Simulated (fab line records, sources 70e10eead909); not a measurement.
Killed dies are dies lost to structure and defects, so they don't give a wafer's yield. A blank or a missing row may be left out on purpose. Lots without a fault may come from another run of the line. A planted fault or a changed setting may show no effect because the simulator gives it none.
fab line records | flow nand_harc | part 1 of 2: steps 1 to 31 of 38
record lots=5 wafers=15 last_day=24
route steps=1159 shown P_GATE@115
lots that met no fault: from a run of the same line without faults
start_h: hours from the record's first day to the start of the lot's first wafer shown | wait_h: hours since the lot's step before | " the same as in the row above | L1.1+2: a row that stands for several wafers | - no value, or no start given | * or withheld: withheld | < > ~ a bound
route shown NAME@n: a module of which the file shows steps, and the number in the route of the first | usual: mean/standard deviation of fault-free wafers | same: alike in all rows | chamber/n: place in a boat | sites: the reading at each site | _std_site: their standard deviation | _edge_site: outer sites' mean less inner sites' | radius_mm: how far each site lies from the wafer's centre | mask NAME#n: copy n | behind: the tool/chamber that last shaped the wafer | hold: why the lot was held/for how many hours/how that ended | device: the transistor (n, p or np) that didn't switch | end of line: the same wafers' tests at the end of the route | a step without rows: its recipe alone | killed: dies lost to structure and defects at the first sort, not the wafer's yield | map: a wafer's dies, x killed, . not, _ none there
set.NAME: the setting as run; set.NAME@STEP: as run at that earlier step | model.NAME: the simulator's own value behind a step, which no gauge read
lots at some steps of the route; a table a step, a row a wafer
services: from which hour (start_h, from the record's first day; less than 0 if before it) a tool's chamber was out of use, for how many hours, and why
## steps
# step NHARC_P_GATE_HMDS_04
# recipe time_s=30
# columns lot.wafer tool chamber start_h wait_h
L077.4+5+6 litho_track-02 0 - -
L078.2+3+5 litho_track-05 0 - -
L084.1+2+6 litho_track-05 0 - -
L088.3+5+6 litho_track-05 0 - -
L096.2+3+5 litho_track-02 0 - -
# step NHARC_P_GATE_COAT_05
# recipe spin_rpm=4690
# columns lot.wafer tool chamber start_h wait_h
L077.4+5+6 litho_track-02 0 - -
L078.2+3+5 litho_track-05 0 - -
L084.1+2+6 litho_track-05 0 - -
L088.3+5+6 litho_track-05 0 - -
L096.2+3+5 litho_track-02 0 - -
# step NHARC_P_GATE_SOFTBAKE_06
# recipe temp_c=122 time_s=95
# columns lot.wafer tool chamber start_h wait_h
L077.4+5+6 litho_track-02 0 - -
L078.2+3+5 litho_track-05 0 - -
L084.1+2+6 litho_track-05 0 - -
L088.3+5+6 litho_track-05 0 - -
L096.2+3+5 litho_track-02 0 - -
# step NHARC_P_GATE_EBR_07
# columns lot.wafer tool chamber start_h wait_h
L077.4+5+6 litho_track-02 0 - -
L078.2+3+5 litho_track-05 0 - -
L084.1+2+6 litho_track-05 0 - -
L088.3+5+6 litho_track-05 0 - -
L096.2+3+5 litho_track-02 0 - -
# step NHARC_P_GATE_EXPOSE_08
# recipe na=0.6 dose_mj=16.75 mask_id=P_HV
# usual reticle_temp_C=22.98/0.1
# columns lot.wafer tool chamber start_h wait_h mask reticle_temp_C
L077.4 krf_scanner-01 0 93.17 - P_HV#0 23.13
L077.5 " 0 " " P_HV#0 22.90
L077.6 " 0 " " P_HV#0 23.08
L078.2 krf_scanner-01 0 93.23 - P_HV#0 22.98
L078.3 " 0 " " P_HV#0 22.94
L078.5 " 0 " " P_HV#0 22.91
L084.1 krf_scanner-02 0 135.89 - P_HV#0 22.78
L084.2 " 0 " " P_HV#0 22.93
L084.6 " 0 " " P_HV#0 22.89
L088.3 krf_scanner-02 0 158.04 - P_HV#0 22.96
L088.5 " 0 " " P_HV#0 22.98
L088.6 " 0 " " P_HV#0 22.90
L096.2 krf_scanner-01 0 200.94 - P_HV#0 23.09
L096.3 " 0 " " P_HV#0 23.10
L096.5 " 0 " " P_HV#0 23.11
# step NHARC_P_GATE_PEB_09
# recipe peb_temp_c=118 peb_time_s=85
# columns lot.wafer tool chamber start_h wait_h
L077.4+5+6 litho_track-05 0 93.22 0.0
L078.2+3+5 litho_track-05 0 93.29 0.1
L084.1+2+6 litho_track-02 0 135.96 0.1
L088.3+5+6 litho_track-02 0 158.10 0.1
L096.2+3+5 litho_track-05 0 201.00 0.1
# step NHARC_P_GATE_DEVELOP_10
# recipe time_s=70
# columns lot.wafer tool chamber start_h wait_h
L077.4+5+6 litho_track-05 0 - -
L078.2+3+5 litho_track-05 0 - -
L084.1+2+6 litho_track-02 0 - -
L088.3+5+6 litho_track-02 0 - -
L096.2+3+5 litho_track-05 0 - -
# step NHARC_P_GATE_CD_MEAS_11
# recipe target_cd_nm=1640 landing_energy_ev=500
# usual cd_nm=1638.9/1.8
# columns lot.wafer tool chamber start_h wait_h cd_nm
L077.4 cd_sem-01 0 93.32 - 1638.2
L077.5 " 0 " " 1637.5
L077.6 " 0 " " 1635.7
L078.2 cd_sem-01 0 93.39 - 1640.5
L078.3 " 0 " " 1639.8
L078.5 " 0 " " 1640.3
L084.1 cd_sem-01 0 136.05 - 1639.7
L084.2 " 0 " " 1638.5
L084.6 " 0 " " 1639.2
L088.3 cd_sem-01 0 158.19 - 1638.9
L088.5 " 0 " " 1639.4
L088.6 " 0 " " 1636.2
L096.2 cd_sem-02 0 201.10 - 1637.7
L096.3 " 0 " " 1638.5
L096.5 " 0 " " 1637.7
# step NHARC_P_GATE_HARDBAKE_12
# recipe temp_c=125 time_s=80
# columns lot.wafer tool chamber start_h wait_h
L077.4+5+6 litho_track-07 0 93.40 -
L078.2+3+5 litho_track-05 0 93.47 -
L084.1+2+6 litho_track-07 0 136.13 -
L088.3+5+6 litho_track-05 0 158.27 -
L096.2+3+5 litho_track-07 0 201.18 -
# step NHARC_P_GATE_DESCUM_13
# recipe time_s=3 o2_flow_sccm=200 ar_flow_sccm=0 bias_power_w=0 chemistry=O2
# usual drypump_motor_current_A=5.6/0.53 oes_product_au=1.004/0.02 rf_vpp_V=57.8/0.88 showerhead_plenum_p_Torr=1.92/0.073 throttle_valve_pct=11.312/0.0092
# same bias_power_w=0
# columns lot.wafer tool chamber start_h wait_h drypump_motor_current_A oes_product_au rf_hours_counter_h rf_vpp_V showerhead_plenum_p_Torr throttle_valve_pct
L077.4 rie_diel-03 0 93.51 - 5.1 0.998 16 57.2 1.92 11.293
L077.6 " 1 " " 4.9 0.990 - 57.9 1.97 11.332
L077.5 " 2 " " 5.2 1.009 - 58.5 2.00 11.315
L078.2 rie_diel-03 1 93.62 - 4.9 0.994 15 59.1 1.97 11.315
L078.3 " 3 " " 6.1 1.021 8 57.5 1.91 11.311
L078.5 " 2 " " 5.2 1.016 - 59.4 2.00 11.317
L084.1 rie_diel-12 1 136.25 - 5.9 0.988 33 58.0 1.86 11.330
L084.2 " 3 " " 5.3 0.998 36 57.9 1.97 11.314
L084.6 " 0 " " 5.6 0.988 - 57.8 1.98 11.318
L088.3 rie_diel-10 0 158.38 - 5.3 0.996 29 57.6 1.98 11.332
L088.5 " 1 " " 6.7 1.019 - 58.4 1.88 11.302
L088.6 " 2 " " 5.3 1.018 - 57.6 1.79 11.295
L096.3 rie_diel-10 0 201.25 - 5.3 1.005 5 58.0 1.98 11.298
L096.2 " 1 " " 6.8 1.038 4 58.7 1.88 11.314
L096.5 " 1 " " 6.7 1.041 - 57.8 1.88 11.317
# step NHARC_P_GATE_ETCH_14
# recipe target_depth_a=488 chemistry=dHF material=SiO2
# columns lot.wafer tool chamber start_h wait_h
L077.4+5+6 wet_bench-04 4,6,0 93.61 0.1
L078.2+5+3 wet_bench-06 5,0,1 93.77 0.1
L084.2+1+6 wet_bench-04 3,4,7 136.38 0.1
L088.3+6+5 wet_bench-04 1,2,3 158.50 0.1
L096.3+5+2 wet_bench-09 0,1,2 201.39 0.1
# step NHARC_P_GATE_STRIP_15
# recipe time_s=780 temp_c=130 chemistry=SPM
# columns lot.wafer tool chamber start_h wait_h
L077.4+5+6 wet_bench-04 4,6,0 93.65 0.0
L078.2+5+3 wet_bench-06 5,0,1 93.81 0.0
L084.2+1+6 wet_bench-04 3,4,7 136.42 0.0
L088.3+6+5 wet_bench-04 1,2,3 158.58 0.1
L096.3+5+2 wet_bench-09 0,1,2 201.43 0.0
# step NHARC_P_GATE_PRECLEAN_71
# recipe time_s=* temp_c=50 bath_age_min=0 chemistry=SC1
# usual nh4oh_flow_mL_min=28.30/0.091
# columns lot.wafer tool chamber start_h wait_h nh4oh_flow_mL_min
L077.4 wet_bench-04 4 - - 28.17
L077.5 " 6 " " 28.28
L077.6 " 0 " " 28.50
L078.2 wet_bench-06 5 - - 28.24
L078.5 " 0 " " 28.18
L078.3 " 1 " " 28.35
L084.2 wet_bench-04 3 - - 28.21
L084.1 " 4 " " 28.16
L084.6 " 7 " " 28.40
L088.3 wet_bench-04 1 - - 28.25
L088.6 " 2 " " 28.37
L088.5 " 3 " " 28.04
L096.3 wet_bench-09 0 - - 28.44
L096.5 " 1 " " 28.23
L096.2 " 2 " " 28.28
# step NHARC_P_GATE_SRD_72
# columns lot.wafer tool chamber start_h wait_h
L077.4+5+6 wet_bench-04 4,6,0 - -
L078.2+5+3 wet_bench-06 5,0,1 - -
L084.2+1+6 wet_bench-04 3,4,7 - -
L088.3+6+5 wet_bench-04 1,2,3 - -
L096.3+5+2 wet_bench-09 0,1,2 - -
# step NHARC_P_GATE_OXIDE_16
# recipe target_thk_a=30 temp_c=875 ox_time_s=392 material=SiO2
# usual spike_tc_centre_C=876.9/1.4
# columns lot.wafer tool chamber start_h wait_h spike_tc_centre_C
L077.4 furnace-02 0 96.78 - 877.5
L077.5 " 0 " " 878.3
L077.6 " 0 " " 879.8
L078.2 furnace-02 0 96.78 - 877.7
L078.3 " 0 " " 877.4
L078.5 " 0 " " 876.3
L084.1 furnace-02 0 139.55 - 877.9
L084.2 " 0 " " 878.2
L084.6 " 0 " " 878.0
L088.3 furnace-02 0 161.75 - 878.5
L088.5 " 0 " " 878.3
L088.6 " 0 " " 877.9
L096.2 furnace-01 0 207.46 - 873.9
L096.3 " 0 " " 875.3
L096.5 " 0 " " 875.3
# step NHARC_P_GATE_CVD_17
# recipe target_thk_a=1500 temp_c=620 time_s=900 material=poly-Si
# usual spike_tc_centre_C=620.0/1.1
# columns lot.wafer tool chamber start_h wait_h spike_tc_centre_C
L077.4 lpcvd_poly-04 0 102.80 2.5 619.7
L077.5 " 0 " " 621.2
L077.6 " 0 " " 619.2
L078.2 lpcvd_poly-04 0 102.80 2.5 622.9
L078.3 " 0 " " 619.9
L078.5 " 0 " " 621.1
L084.1 lpcvd_poly-03 0 145.78 2.7 619.9
L084.2 " 0 " " 620.3
L084.6 " 0 " " 621.5
L088.3 lpcvd_poly-04 0 168.10 2.8 621.2
L088.5 " 0 " " 620.3
L088.6 " 0 " " 621.7
L096.2 lpcvd_poly-04 0 213.47 2.5 619.9
L096.3 " 0 " " 620.4
L096.5 " 0 " " 621.4
# step NHARC_P_GATE_HM_DEP_102
# recipe target_thk_a=1200 temp_c=400 material=aC
# usual susceptor_temp_C=400.01/0.21 throttle_valve_pct=35.000/0.0093
# columns lot.wafer tool chamber start_h wait_h susceptor_temp_C throttle_valve_pct
L078.2 acl_dep-01 0 105.51 0.5 399.94 34.999
L078.3 " 0 " " 400.15 34.984
L078.5 " 0 " " 400.24 34.991
L077.4 acl_dep-02 0 106.00 1.0 400.42 35.005
L077.5 " 0 " " 400.15 34.999
L077.6 " 0 " " 399.99 35.021
L084.1 acl_dep-02 0 149.03 1.0 399.71 35.007
L084.2 " 0 " " 399.93 34.995
L084.6 " 0 " " 399.90 34.991
L088.3 acl_dep-01 0 171.63 1.2 400.24 34.997
L088.5 " 0 " " 400.20 34.992
L088.6 " 0 " " 400.01 34.996
L096.2 acl_dep-03 0 216.81 1.1 399.92 35.008
L096.3 " 0 " " 399.88 35.013
L096.5 " 0 " " 400.01 35.013
# step NHARC_P_GATE_DEP_103
# recipe target_thk_a=300 target_thk_nm=30 temp_c=400 flow_sccm=200 rf_w=350 material=SiON
# usual heater_power_w=734/70 rf_fwd_power_W=348.6/1.1 susceptor_temp_C=399.99/0.24
# columns lot.wafer tool chamber start_h wait_h heater_power_w rf_fwd_power_W susceptor_temp_C
L078.2 pecvd-03 2 106.07 0.5 816 347.8 399.72
L078.3 " 0 " " 656 349.7 400.24
L078.5 " 0 " " 661 348.6 400.37
L077.5 pecvd-03 0 106.46 0.2 648 348.2 400.39
L077.4 " 1 " " 840 348.8 400.16
L077.6 " 2 " " 799 347.6 399.89
L084.2 pecvd-04 1 149.69 0.4 791 346.7 400.34
L084.1 " 0 " " 850 349.1 400.28
L084.6 " 0 " " 878 348.0 399.93
L088.3 pecvd-03 1 172.14 0.4 791 350.7 399.73
L088.6 " 2 " " 790 348.2 400.34
L088.5 " 1 " " 818 350.0 399.89
L096.2 pecvd-02 0 217.37 0.5 691 347.9 400.13
L096.3 " 2 " " 664 348.8 400.28
L096.5 " 0 " " 678 349.0 399.75
# step NHARC_P_GATE_DEHYDRATE_18
# recipe temp_c=150 time_s=120
# columns lot.wafer tool chamber start_h wait_h
L078.2+3+5 litho_track-06 0 106.35 0.2
L077.4+5+6 litho_track-04 0 106.64 0.1
L084.1+2+6 litho_track-01 0 149.99 0.2
L088.3+5+6 litho_track-01 0 172.36 0.2
L096.2+3+5 litho_track-01 0 217.65 0.2
# step NHARC_P_GATE_HMDS_19
# recipe time_s=30
# columns lot.wafer tool chamber start_h wait_h
L078.2+3+5 litho_track-06 0 - -
L077.4+5+6 litho_track-04 0 - -
L084.1+2+6 litho_track-01 0 - -
L088.3+5+6 litho_track-01 0 - -
L096.2+3+5 litho_track-01 0 - -
# step NHARC_P_GATE_COAT_20
# recipe spin_rpm=1500 resist_thk_nm=90
# columns lot.wafer tool chamber start_h wait_h
L078.2+3+5 litho_track-06 0 - -
L077.4+5+6 litho_track-04 0 - -
L084.1+2+6 litho_track-01 0 - -
L088.3+5+6 litho_track-01 0 - -
L096.2+3+5 litho_track-01 0 - -
# step NHARC_P_GATE_SOFTBAKE_21
# recipe temp_c=105 time_s=55
# columns lot.wafer tool chamber start_h wait_h
L078.2+3+5 litho_track-06 0 - -
L077.4+5+6 litho_track-04 0 - -
L084.1+2+6 litho_track-01 0 - -
L088.3+5+6 litho_track-01 0 - -
L096.2+3+5 litho_track-01 0 - -
# step NHARC_P_GATE_EBR_22
# columns lot.wafer tool chamber start_h wait_h
L078.2+3+5 litho_track-06 0 - -
L077.4+5+6 litho_track-04 0 - -
L084.1+2+6 litho_track-01 0 - -
L088.3+5+6 litho_track-01 0 - -
L096.2+3+5 litho_track-01 0 - -
# step NHARC_P_GATE_EXPOSE_23
# recipe na=1.35 target_cd_nm=120 dose_mj=93.91 mask_id=P_GATE
# usual reticle_temp_C=22.99/0.11
# columns lot.wafer tool chamber start_h wait_h mask reticle_temp_C
L078.2 arfi_scanner-02 0 106.62 - P_GATE#0 23.13
L078.3 " 0 " " P_GATE#0 23.20
L078.5 " 0 " " P_GATE#0 23.25
L077.4 arfi_scanner-03 0 106.81 - P_GATE#0 22.81
L077.5 " 0 " " P_GATE#0 22.86
L077.6 " 0 " " P_GATE#0 23.15
L084.1 arfi_scanner-01 0 150.26 - P_GATE#0 23.22
L084.2 " 0 " " P_GATE#0 23.13
L084.6 " 0 " " P_GATE#0 23.15
L088.3 arfi_scanner-01 0 172.63 - P_GATE#0 23.04
L088.5 " 0 " " P_GATE#0 22.94
L088.6 " 0 " " P_GATE#0 23.03
L096.2 arfi_scanner-02 0 217.92 - P_GATE#0 23.03
L096.3 " 0 " " P_GATE#0 23.06
L096.5 " 0 " " P_GATE#0 23.03
# step NHARC_P_GATE_PEB_24
# recipe peb_temp_c=100 peb_time_s=65
# columns lot.wafer tool chamber start_h wait_h
L078.2+3+5 litho_track-01 0 106.67 0.1
L077.4+5+6 litho_track-06 0 106.86 0.0
L084.1+2+6 litho_track-06 0 150.32 0.1
L088.3+5+6 litho_track-04 0 172.68 0.0
L096.2+3+5 litho_track-04 0 217.98 0.1
# step NHARC_P_GATE_DEVELOP_25
# recipe develop_time_s=35 dev_temp_c=23
# columns lot.wafer tool chamber start_h wait_h
L078.2+3+5 litho_track-01 0 - -
L077.4+5+6 litho_track-06 0 - -
L084.1+2+6 litho_track-06 0 - -
L088.3+5+6 litho_track-04 0 - -
L096.2+3+5 litho_track-04 0 - -
# step NHARC_P_GATE_CD_MEAS_26
# recipe target_cd_nm=120 landing_energy_ev=500
# usual cd_nm=119.5/0.69
# columns lot.wafer tool chamber start_h wait_h cd_nm
L078.2 cd_sem-03 0 106.76 - 120.2
L078.3 " 0 " " 119.0
L078.5 " 0 " " 119.7
L077.4 cd_sem-01 0 106.94 - 120.0
L077.5 " 0 " " 120.3
L077.6 " 0 " " 119.6
L084.1 cd_sem-02 0 150.40 - 119.6
L084.2 " 0 " " 119.5
L084.6 " 0 " " 120.3
L088.3 cd_sem-03 0 172.77 - 118.7
L088.5 " 0 " " 119.1
L088.6 " 0 " " 120.0
L096.2 cd_sem-02 0 218.06 - 119.3
L096.3 " 0 " " 119.5
L096.5 " 0 " " 118.9
# step NHARC_P_GATE_OVL_MEAS_27
# usual overlay_x_nm=-0.1/0.89 overlay_y_nm=0.3/0.88
# columns lot.wafer tool chamber start_h wait_h overlay_x_nm overlay_y_nm
L078.2 overlay-02 - 106.84 - -0.2 0.5
L078.3 " - " " 0.6 1.0
L078.5 " - " " -0.4 1.0
L077.4 overlay-01 - 107.02 - 1.4 -0.4
L077.5 " - " " 1.3 -1.0
L077.6 " - " " 1.2 -0.3
L084.1 overlay-01 - 150.49 - 0.9 -0.9
L084.2 " - " " 0.9 -0.2
L084.6 " - " " 0.6 -0.6
L088.3 overlay-02 - 172.85 - -0.2 1.0
L088.5 " - " " -0.4 1.4
L088.6 " - " " -0.3 0.5
L096.2 overlay-01 - 218.14 - -0.7 1.0
L096.3 " - " " -0.4 1.1
L096.5 " - " " 0.0 1.3
# step NHARC_P_GATE_INSPECT_28
# usual raw_defect_count=7/3.6
# columns lot.wafer tool chamber start_h wait_h raw_defect_count
L078.2 defect_inspect-02 - 106.88 0.0 7
L078.3 " - " " 7
L078.5 " - " " 7
L077.4 defect_inspect-02 - 107.06 0.0 5
L077.5 " - " " 4
L077.6 " - " " 5
L084.1 defect_inspect-02 - 150.52 0.0 3
L084.2 " - " " 25
L084.6 " - " " 14
L088.3 defect_inspect-01 - 172.89 0.0 3
L088.5 " - " " 4
L088.6 " - " " 7
L096.2 defect_inspect-02 - 218.18 0.0 8
L096.3 " - " " 3
L096.5 " - " " 13
# step NHARC_P_GATE_DESCUM_31
# recipe time_s=3 o2_flow_sccm=200 ar_flow_sccm=0 bias_power_w=0 chemistry=O2
# usual drypump_motor_current_A=5.6/0.52 oes_product_au=1.007/0.018 rf_vpp_V=57.7/0.86 showerhead_plenum_p_Torr=1.90/0.077 throttle_valve_pct=11.310/0.0096
# same bias_power_w=0
# columns lot.wafer tool chamber start_h wait_h drypump_motor_current_A oes_product_au rf_hours_counter_h rf_vpp_V showerhead_plenum_p_Torr throttle_valve_pct
L078.2 rie_diel-03 3 106.97 0.1 6.0 1.023 13 58.9 1.91 11.304
L078.3 " 2 " " 5.2 1.022 20 58.9 2.00 11.319
L078.5 " 0 " " 5.1 1.010 - 57.4 1.92 11.322
L077.4 rie_diel-10 3 107.14 0.1 5.5 0.995 21 57.9 1.82 11.307
L077.6 " 3 " " 5.5 1.001 - 58.3 1.82 11.312
L077.5 " 0 " " 5.3 1.007 - 59.0 1.98 11.321
L084.2 rie_diel-10 3 150.63 0.1 5.5 1.006 29 57.4 1.82 11.303
L084.1 " 1 " " 6.8 1.025 30 59.6 1.88 11.317
L084.6 " 2 " " 5.3 1.026 - 57.5 1.79 11.302
L088.3 rie_diel-12 1 172.95 0.1 5.9 0.988 49 57.3 1.85 11.314
L088.5 " 1 " " 5.9 0.986 - 56.5 1.85 11.305
L088.6 " 2 " " 6.1 0.973 - 57.5 2.03 11.302
L096.2 rie_diel-12 1 218.26 0.1 5.9 0.988 2 58.1 1.85 11.296
L096.3 " 2 " " 6.1 0.976 2 57.8 2.02 11.318
L096.5 " 0 " " 5.6 0.963 - 58.3 1.97 11.306
# step NHARC_P_GATE_ETCH_104
# recipe target_depth_a=600 time_s=withheld cf4_flow_sccm=100 chf3_flow_sccm=30 ar_flow_sccm=0 rf_w=500 bias_w=200 chemistry=CF4/CHF3
# usual drypump_motor_current_A=5.6/0.56 oes_product_au=0.953/0.023 rf_fwd_power_W=492.4/2.6 rf_vpp_V=370.4/2.1 showerhead_plenum_p_Torr=1.57/0.058 throttle_valve_pct=16.803/0.0098
# columns lot.wafer tool chamber start_h wait_h drypump_motor_current_A oes_product_au rf_fwd_power_W rf_vpp_V showerhead_plenum_p_Torr throttle_valve_pct
L078.2 rie_diel-03 0 107.05 0.1 5.1 0.933 494.6 371.7 1.58 16.803
L078.3 " 3 " " 6.0 0.936 490.2 369.9 1.57 16.818
L078.5 " 1 " " 4.9 0.919 493.5 372.2 1.62 16.790
L077.4 rie_diel-10 0 107.24 0.1 5.3 0.939 496.1 371.3 1.63 16.790
L077.6 " 0 " " 5.2 0.934 494.8 370.7 1.63 16.801
L077.5 " 1 " " 6.7 0.962 487.8 370.1 1.55 16.806
L084.2 rie_diel-10 0 150.72 0.1 5.3 0.946 494.3 373.2 1.63 16.819
L084.1 " 2 " " 5.3 0.963 492.7 367.0 1.48 16.816
L084.6 " 1 " " 6.7 0.965 487.2 369.4 1.55 16.794
L088.3 rie_diel-12 3 173.04 0.1 5.3 0.969 493.7 371.6 1.61 16.822
L088.6 " 1 " " 5.9 0.946 492.7 369.9 1.53 16.814
L088.5 " 2 " " 6.1 0.933 491.0 372.8 1.66 16.808
L096.3 rie_diel-12 2 218.35 0.1 6.1 0.939 490.4 372.9 1.66 16.810
L096.2 " 0 " " 5.6 0.932 491.0 371.7 1.62 16.802
L096.5 " 2 " " 6.1 0.945 490.5 373.1 1.66 16.808
